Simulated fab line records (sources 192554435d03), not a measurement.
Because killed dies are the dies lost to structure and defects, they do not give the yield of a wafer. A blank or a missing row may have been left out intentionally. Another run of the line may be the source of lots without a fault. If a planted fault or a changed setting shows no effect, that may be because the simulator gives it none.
The same fault as seen by 2 desks -- flow n5Finfet -- what lay behind the numbers comes last; until then each desk has only its own

THE DEFECT DESK
What the inspections along the route counted, lot by lot: means of the sampled wafers that have a number. A lot is out of limits, marked OUT, if its mean lies more than 4 standard deviations from the usual mean; the brackets give that distance.
Columns: A = rawDefectCount at N5_BEOL_M0_SAQP_INSPECT_42, usual 291
lot,first seen here,A
L864,day 5 19:11,292
L866,day 6 15:52,165
L873,day 8 00:34,189
L876,day 9 03:51,263
L879,day 9 18:08,396
L883,day 10 16:32,248
L884,day 10 20:14,296
L885,day 11 02:23,323
L887,day 11 10:13,237
Finding of this desk: none of the 9 lots has anything out of limits.

THE METROLOGY DESK
What the gauges read, lot by lot, whatever tool the lot ran on: means of the sampled wafers that have a number. A lot is out of limits, marked OUT, if its mean lies more than 4 standard deviations from the usual mean; the brackets give that distance. Shown are 7 of the 11 readings it has, namely the first that went out of limits plus those furthest out on some lot.
Columns: A = M0_ABLK_OVL at N5_BEOL_M0_CUTY_OVL_MEAS_58, usual -0.3 nm; B = DIBL_P at N5_BEOL_M4_RC_MEAS_101, usual 36.0 mV/V; C = IOFF_N at N5_BEOL_M4_RC_MEAS_101, usual 0.151 nA/um; D = IOFF_P at N5_BEOL_M4_RC_MEAS_101, usual 0.21 nA/um; E = ION_N at N5_BEOL_M4_RC_MEAS_101, usual 673 uA/um; F = ION_P at N5_BEOL_M4_RC_MEAS_101, usual 463 uA/um; G = VT_P at N5_BEOL_M4_RC_MEAS_101, usual -250 mV
lot,first seen here,A,B,C,D,E,F,G
L864,day 5 20:33,0.9,36.2,0.143,0.20,669,462,-251
L866,day 6 17:07,0.1,34.8,0.129,0.17,659,455,-253
L873,day 8 01:55,0.0,35.8,0.156,0.23,679,472,-245
L876,day 9 05:17,8.4 (+9.9) OUT,34.7,0.123,0.16,662,454,-253
L879,day 9 19:38,6.8 (+8.0) OUT,39.0,0.186,0.25,686,473,-247
L883,day 10 19:39,-1.5,34.8,0.134,0.20,662,458,-250
L884,day 10 21:41,-0.3,37.4,0.176,0.22,681,466,-251
L885,day 11 03:45,0.2,36.0,0.177,0.24,684,472,-248
L887,day 11 11:27,-0.1,35.5,0.135,0.20,665,457,-252
This desk reports L876, L879 out of limits; the earliest was L876 at day 9 05:17 (M0_ABLK_OVL at N5_BEOL_M0_CUTY_OVL_MEAS_58). L864, L866, L873, L883, L884, L885, L887 stayed within limits.

ALL TOGETHER
The metrology desk could have raised an alarm at day 9 05:17, on L876, L879.
No out-of-limits result turned up at the defect desk.
The defect desk has L876, L879 on record, within its limits.
Every lot named ran N5_BEOL_M0_CUTY_EXPOSE_54 on arfiScanner-02.

WHAT THE SIMULATOR PUT IN
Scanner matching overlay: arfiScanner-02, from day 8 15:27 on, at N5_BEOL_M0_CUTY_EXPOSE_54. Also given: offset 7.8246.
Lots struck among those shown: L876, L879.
Delay in hours, fault start to first out-of-limits reading, per desk: metrology desk 14.
